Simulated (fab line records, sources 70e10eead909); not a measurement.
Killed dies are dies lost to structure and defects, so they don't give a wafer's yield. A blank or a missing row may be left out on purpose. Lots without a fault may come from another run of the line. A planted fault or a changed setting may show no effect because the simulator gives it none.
A struck lot beside a sound one | flow nand_harc | 21 steps out of a route of 1302
Sound: wafers L219.4, L219.5, L219.6. Struck: wafer L216.5. (L216.1, L216.6 of the same lot were not struck and are left out.) The cause comes at the end.
At each step with rows: each side's tool, then ch and its chambers, then its first start. Under that, the readings that differ: sound wafers | struck wafers | difference of the means | sigmas: that difference in standard deviations of wafers without a fault.
alike: readings whose means differ by less than 2 such deviations, and words and numbers that are the same on both sides. not compared: withheld readings, readings that some wafer has no value for, bounds like >300 that may hide the same value, and numbers for which the record gives no deviation and whose values overlap.
The two part at a step that has a row with sigmas, a row that says differs or no value, or rows on one side only. Numbers that don't overlap but have no deviation are shown without sigmas and don't part them. A reading that every wafer of one side lacks parts them only if that side has two wafers or more.

NHARC_P_CONTACT_CMP_24: polishes, t overpolish 30 s, target thk 200 nm.
  sound on cmp-01 ch 1,2,3, day 11 05:07; struck on cmp-04 ch 2, day 10 04:16
  reading                | sound    | struck | difference | sigmas
  time_to_endpoint_s (s) | 42 34 36 | 47     | +10        | +3
  alike: motor_current_A, overpolish_run_s, retaining_ring_pressure_frac
then, 1 step without rows for these wafers: NHARC_P_CONTACT_SRD_26.
NHARC_P_CONTACT_INSPECT_27:
  sound on defect_inspect-01, day 11 05:27; struck on defect_inspect-01, day 10 04:37
  alike: raw_defect_count
then, 8 steps without rows for these wafers: NHARC_P_M0_DEP_00 (deposits SiOC, target thk 150 nm); NHARC_P_M0_DEHYDRATE_01 (time 120 s); NHARC_P_M0_HMDS_02 (time 30 s); NHARC_P_M0_COAT_33 (time 65 s); NHARC_P_M0_COAT_03 (resist thk 90 nm); NHARC_P_M0_SOFTBAKE_04 (time 55 s); NHARC_P_M0_EBR_05; NHARC_P_M0_EXPOSE_06 (exposes mask P M0, target cd 90 nm).
NHARC_P_M0_PEB_07: peb time 65 s.
  sound on litho_track-06 ch 0, day 11 06:08; struck on litho_track-01 ch 0, day 10 05:20
  alike: heater_power_total_W
then, 1 step without rows for these wafers: NHARC_P_M0_DEVELOP_08 (develop time 35 s).
NHARC_P_M0_CD_MEAS_09: target cd 90 nm.
  sound on cd_sem-02 ch 0, day 11 06:14; struck on cd_sem-02 ch 0, day 10 05:25
  reading    | sound          | struck | difference | sigmas
  cd_nm (nm) | 89.2 88.6 89.2 | 91.5   | +2.5       | +4
NHARC_P_M0_OVL_MEAS_10: pitch 180 nm.
  sound on overlay-02, day 11 06:19; struck on overlay-02, day 10 05:29
  alike: overlay_x_nm, overlay_y_nm
NHARC_P_M0_INSPECT_11:
  sound on defect_inspect-01, day 11 06:21; struck on defect_inspect-02, day 10 05:32
  alike: raw_defect_count
NHARC_P_M0_DESCUM_14: chemistry O2, time 3 s.
  sound on rie_diel-03 ch 2,3, day 11 06:25; struck on rie_diel-03 ch 0, day 10 05:35
  reading               | sound             | struck | difference | sigmas
  oes_product_au (a.u.) | 1.004 1.011 1.003 | 0.978  | -0.028     | -2
  model.P_M0.cd_nm (nm) | 89.67 89.14 89.08 | 91.03  | +1.73      |
  alike: drypump_motor_current_A, rf_vpp_V, showerhead_plenum_p_Torr, throttle_valve_pct
  not compared: rf_hours_counter_h
NHARC_P_M0_ETCH_34: etches the open film in N2/H2, target depth 40 nm, overetch 12 nm, time 43.94 s.
  sound on rie_diel-03 ch 1,2, day 11 06:31; struck on rie_diel-03 ch 1, day 10 05:41
  alike: drypump_motor_current_A, oes_product_au, rf_fwd_power_W, rf_vpp_V, showerhead_plenum_p_Torr, throttle_valve_pct
  not compared: rf_hours_counter_h
NHARC_P_M0_ETCH_15: etches the open film in C4F8/Ar, target depth 150 nm, overetch 15 nm, time 82.5 s.
  sound on rie_diel-03 ch 0,3; struck on rie_diel-03 ch 2
  reading               | sound            | struck | difference | sigmas
  model.P_M0.cd_nm (nm) | 90.04 89.1 89.12 | 91.28  | +1.86      |
  alike: oes_product_au, rf_fwd_power_W, rf_vpp_V
  not compared: rf_hours_counter_h
NHARC_P_M0_CD_MEAS_16:
  sound on cd_sem-03, day 11 06:44; struck on cd_sem-02, day 10 05:53
  alike: cd_nm
-- the record jumps here: 19 days lie between the struck wafers' starts before and after (it left off in module P_M0 and takes up again in module END, whose first step shown is number 1302 of the route) --
NHARC_END_SORT_01:
  sound on prober-01 ch 0, day 30 01:11; struck on prober-01 ch 0, day 28 18:34
  reading             | sound  | struck | difference | sigmas
  killed_at_periphery | 9 10 7 | 1      | -8         | -3
  alike: defect_limited_yield, killed_at_array, killed_at_other, killed_dies, killed_open, killed_short

WHERE THEY PART
First at NHARC_P_CONTACT_CMP_24; last, within this record, at NHARC_END_SORT_01.

WHY: what the simulator had put in
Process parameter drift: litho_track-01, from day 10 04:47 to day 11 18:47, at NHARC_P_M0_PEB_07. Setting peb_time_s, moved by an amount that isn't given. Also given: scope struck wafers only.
